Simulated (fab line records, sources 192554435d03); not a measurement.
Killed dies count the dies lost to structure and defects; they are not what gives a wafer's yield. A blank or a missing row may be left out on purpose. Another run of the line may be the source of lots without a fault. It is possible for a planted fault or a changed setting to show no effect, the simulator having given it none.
A struck lot beside a sound one	flow n5 finfet	18 out of 1938 route steps
Sound: the wafers L425.1, L425.2, L425.6. Wafers L433.1, L433.3, L433.5 were the ones struck. At the end, the cause is stated.
At each step with rows: each side's tool, then ch and its chambers, then its first start. Under that, the readings that differ: sound wafers	struck wafers	difference of the means	sigmas: that difference in standard deviations of wafers without a fault.
alike: words and numbers the same on both sides, and readings whose means are apart by under 2 such deviations; not compared: readings that were withheld, readings missing a value for some wafer, numbers with overlapping values and no deviation given by the record, and bounds like >300 which may hide the same value.
Wherever a step has rows on one side only, a row that says differs or no value, or a row with sigmas, the two part there. Non-overlapping numbers with no deviation appear without sigmas and do not part them. A reading missing from all wafers of one side parts the sides only when that side holds two or more wafers.

first, 6 steps without rows for these wafers: N5_BEOL_M8_COAT_22 (resist thk 30 nm); N5_BEOL_M8_EBR_24; N5_BEOL_M8_SOFTBAKE_23 (time 60 s); N5_BEOL_M8_EXPOSE_25 (exposes mask V7, target cd 40 nm); N5_BEOL_M8_PEB_26 (peb time 60 s); N5_BEOL_M8_DEVELOP_27 (develop time 30 s).
N5_BEOL_M8_CD_MEAS_28 targets a cd of 40 nm.
  sound on cd sem-02 ch 0, day 11 03:58; struck on cd sem-03 ch 0, day 13 05:22
  alike: cd nm
N5_BEOL_M8_OVL_MEAS_29:
  sound on overlay-02 ch 0, day 11 03:59; struck on overlay-02 ch 0, day 13 05:24
  alike: V7_OVL
N5_BEOL_M8_INSPECT_30: inspects for defects (brightfield).
  sound on defect inspect-01 at day 11 04:03; struck on defect inspect-01 at day 13 05:27
  alike: raw defect count
N5_BEOL_M8_DESCUM_33: chemistry O2, time 7 s.
  sound on rie diel-02 ch 1,3, day 11 04:05; struck on rie diel-04 ch 0,3, day 13 05:37
reading	sound	struck	difference	sigmas
showerhead plenum p Torr (Torr)	2.18 2.23 2.23	2.01 2.06 2.01	-0.19	-2
  alike: drypump motor current A, o2 flow sccm, oes product au, rf vpp V, throttle valve pct
  not compared: rf hours counter h
N5_BEOL_M8_ETCH_72: etches underlayer in N2/H2, target depth 6.5 nm, time 5.2 s.
  sound on rie diel-02 ch 1,3, day 11 04:07; struck on rie diel-04 ch 0,3, day 13 05:40
reading	sound	struck	difference	sigmas
rf vpp V (V)	525.0 528.3 527.5	521.2 523.7 519.2	-5.6	-2
showerhead plenum p Torr (Torr)	2.62 2.67 2.67	2.43 2.50 2.43	-0.20	-2
  alike: drypump motor current A, etch rf on time s, h2 flow sccm, oes product au, rf fwd power W, throttle valve pct
  not compared: rf hours counter h
N5_BEOL_M8_ETCH_65: etches SiARC in CF4, target depth 15.6 nm, time 26 s.
  sound on rie diel-02 ch 1,3, day 11 04:08; struck on rie diel-04 ch 0,3, day 13 05:40
reading	sound	struck	difference	sigmas
showerhead plenum p Torr (Torr)	2.21 2.24 2.24	2.07 2.13 2.07	-0.14	-2
  alike: cf4 flow sccm, drypump motor current A, etch rf on time s, mfc ar sccm, oes product au, rf fwd power W, rf vpp V, throttle valve pct
  not compared: rf hours counter h
N5_BEOL_M8_ETCH_66: etches SOC in N2/H2, target depth 80 nm, overetch 16 nm, time 120 s.
  sound on rie diel-02 ch 1,3, day 11 04:10; struck on rie diel-04 ch 0,3, day 13 05:42
reading	sound	struck	difference	sigmas
rf fwd power W (W)	833.8 840.1 838.3	630.6 629.8 632.4	-206.5	-71
rf vpp V (V)	525.7 527.4 526.7	569.4 571.2 572.8	+44.5	+19
showerhead plenum p Torr (Torr)	2.62 2.67 2.67	2.43 2.50 2.43	-0.20	-2
model.SiARC_of_BEOL_M8_COAT_64.thk nm (nm)	6.6 6.4 6.4	7.2 7.2 7.4	+0.8	
model.BEOL_M8.cd nm (nm)	40.2 40.4 40.2	40 39.6 40	+0	
  alike: drypump motor current A, h2 flow sccm, oes product au, throttle valve pct
  not compared: rf hours counter h
then, 2 steps without rows for these wafers: N5_BEOL_M8_STRIP_69 (strips in N2/H2); N5_BEOL_M8_STRIP_73 (strips in N2/H2).
N5_BEOL_M8_VIA_ETCH_34: etches SiCOH lowk in C4F6/O2, target depth 125.5 nm, time 50.5 s.
  sound on rie diel-02 ch 1,3, day 11 04:16; struck on rie diel-04 ch 0,3, day 13 05:48
reading	sound	struck	difference	sigmas
showerhead plenum p Torr (Torr)	2.93 2.98 2.98	2.75 2.82 2.75	-0.19	-2
model.BEOL_M8.cd nm (nm)	40.2 40.4 40.2	40 39.4 40	+0	
  alike: O2_flow_sccm, drypump motor current A, mfc ar sccm, oes_f_703_au, oes product au, rf fwd power W, rf vpp V, throttle valve pct
  not compared: rf hours counter h
then, 2 steps without rows for these wafers: N5_BEOL_M8_STRIP_76 (strips in C4F6/O2); N5_PASSIVATION_PROBE_49.

WHERE THEY PART
At N5_BEOL_M8_DESCUM_33 first; at N5_BEOL_M8_VIA_ETCH_34 last (within this record only).

WHY: what the simulator had put in
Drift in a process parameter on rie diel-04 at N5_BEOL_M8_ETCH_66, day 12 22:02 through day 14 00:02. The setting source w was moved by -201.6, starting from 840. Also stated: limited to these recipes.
